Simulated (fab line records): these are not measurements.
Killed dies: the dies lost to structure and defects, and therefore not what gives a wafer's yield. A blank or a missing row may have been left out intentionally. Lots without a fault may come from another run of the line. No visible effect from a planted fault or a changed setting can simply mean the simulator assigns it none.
Struck lot and sound lot, side by side + flow n5Finfet + 16 out of 1938 route steps
Sound: wafers L691.2, L691.5, L691.6. Struck: wafer L686.6. (L686.2 of the same lot was not struck and is left out.) The cause comes at the end.
Each step with rows lists, per side, the tool, then ch with its chambers, then its first start. Under that, the readings that differ: sound wafers + struck wafers + difference of the means + sigmas: that difference in standard deviations of wafers without a fault.
alike: readings with means less than 2 such deviations apart, plus words and numbers identical on both sides. not compared: withheld readings, readings lacking a value on some wafer, bounds such as >300 that could conceal the same value, and numbers that have no deviation in the record and whose values overlap.
Wherever a step has rows on one side only, a row that says differs or no value, or a row with sigmas, the two part there. When numbers do not overlap yet have no deviation, they are printed without sigmas and do not part them. Lack of a reading on every wafer of one side parts them only where that side has two or more wafers.

first, 8 steps without rows for these wafers: N5_MOL_CONTACT_COAG_COAT_63 (time 60 s, resist thk 10 nm); N5_MOL_CONTACT_COAG_COAT_64 (time 60 s, resist thk 10 nm); N5_MOL_CONTACT_COAG_COAT_34 (resist thk 40 nm); N5_MOL_CONTACT_COAG_EBR_36; N5_MOL_CONTACT_COAG_SOFTBAKE_35 (time 60 s); N5_MOL_CONTACT_COAG_EXPOSE_37 (exposes mask VD, defocus 0 nm); N5_MOL_CONTACT_COAG_PEB_38 (peb time 60 s); N5_MOL_CONTACT_COAG_DEVELOP_39 (develop time 30 s).
N5_MOL_CONTACT_COAG_CD_MEAS_40: the cd target is 25.1 nm.
  sound on cdSem-01 ch 0, day 9 06:35; struck on cdSem-01 ch 0, day 8 03:17
  alike: cdNm
N5_MOL_CONTACT_COAG_OVL_MEAS_41:
  sound on overlay-01 ch 0, day 9 06:37; struck on overlay-01 ch 0, day 8 03:19
  alike: VD_OVL
N5_MOL_CONTACT_COAG_INSPECT_42: inspects for defects (brightfield).
  sound on defectInspect-02, day 9 06:40; struck on defectInspect-01, day 8 03:23
  alike: rawDefectCount
N5_MOL_CONTACT_COAG_DESCUM_45: chemistry O2, time 7 s.
  sound on rieDiel-01 ch 0,2,3, day 9 06:42; struck on rieDiel-03 ch 2, day 8 03:26
| reading             | sound          | struck | difference | sigmas |
|---------------------|----------------|--------|------------|--------|
| oesProductAu (a.u.) | 0.69 0.73 0.73 | 0.94   | +0.22      | +2     |
  alike: drypumpMotorCurrentA, rfFwdPowerW, rfVppV, showerheadPlenumPTorr, throttleValvePct
  not compared: rfHoursCounterH
N5_MOL_CONTACT_COAG_ETCH_65: etches underlayer in N2/H2, target depth 13 nm, time 10.4 s.
  sound on rieDiel-01 ch 0,2,3, day 9 06:44; struck on rieDiel-03 ch 2, day 8 03:28
| reading             | sound             | struck | difference | sigmas |
|---------------------|-------------------|--------|------------|--------|
| etchRfOnTimeS (s)   | 10.80 10.57 10.48 | 7.06   | -3.56      | -17    |
| oesProductAu (a.u.) | 0.58 0.61 0.61    | 1.00   | +0.40      | +5     |
| rfFwdPowerW (W)     | 818.6 819.6 817.1 | 823.3  | +4.9       | +2     |
  alike: drypumpMotorCurrentA, n2FlowSccm, rfVppV, showerheadPlenumPTorr, throttleValvePct
  not compared: rfHoursCounterH
N5_MOL_CONTACT_COAG_ETCH_66: etches SiARC in CF4, target depth 13 nm, time 21.7 s.
  sound on rieDiel-01 ch 0,2,3, day 9 06:46; struck on rieDiel-03 ch 2, day 8 03:29
| reading             | sound             | struck | difference | sigmas |
|---------------------|-------------------|--------|------------|--------|
| oesProductAu (a.u.) | 0.59 0.62 0.61    | 0.79   | +0.18      | +2     |
| rfVppV (V)          | 183.9 184.5 183.7 | 186.7  | +2.7       | +2     |
  alike: drypumpMotorCurrentA, etchRfOnTimeS, mfcArSccm, rfFwdPowerW, showerheadPlenumPTorr, throttleValvePct
  not compared: rfHoursCounterH
-- record jumps: 4 days separate the struck wafers' starts on either side; left off in module MOL_CONTACT_COAG, taken up again in module BEOL_M4, whose first shown step is the route's number 1111 --
N5_BEOL_M4_RC_MEAS_101:
  sound on prober-01 ch 0, day 13 00:11; struck on prober-01 ch 0, day 11 20:03
  alike: DIBL_N, DIBL_P, IOFF_N, IOFF_P, ION_N, ION_P, SS_N, SS_P, VT_N, VT_P
-- here the record skips 4 days between the struck wafers' starts before and after, leaving off in module BEOL_M4 and picking up in module PASSIVATION (first step shown: number 1936 of the route) --
N5_PASSIVATION_PROBE_49:
  sound on prober-01, day 17 12:52; struck on prober-01, day 16 05:18
| reading          | sound    | struck | difference | sigmas |
|------------------|----------|--------|------------|--------|
| killedAtContacts | 19 16 22 | 2      | -17        | -3     |
  alike: defectLimitedYield, killed_at_M0_to_M3, killed_at_M4_up, killedAtFrontEnd, killedAtOther, killedDies, killedOpen, killedShort, sort_bin_5_function, sort_bin_6_memory, sortNPass, sortYieldPct

## WHERE THEY PART
First at N5_MOL_CONTACT_COAG_DESCUM_45; last, within this record, at N5_PASSIVATION_PROBE_49.

WHY: what the simulator had put in
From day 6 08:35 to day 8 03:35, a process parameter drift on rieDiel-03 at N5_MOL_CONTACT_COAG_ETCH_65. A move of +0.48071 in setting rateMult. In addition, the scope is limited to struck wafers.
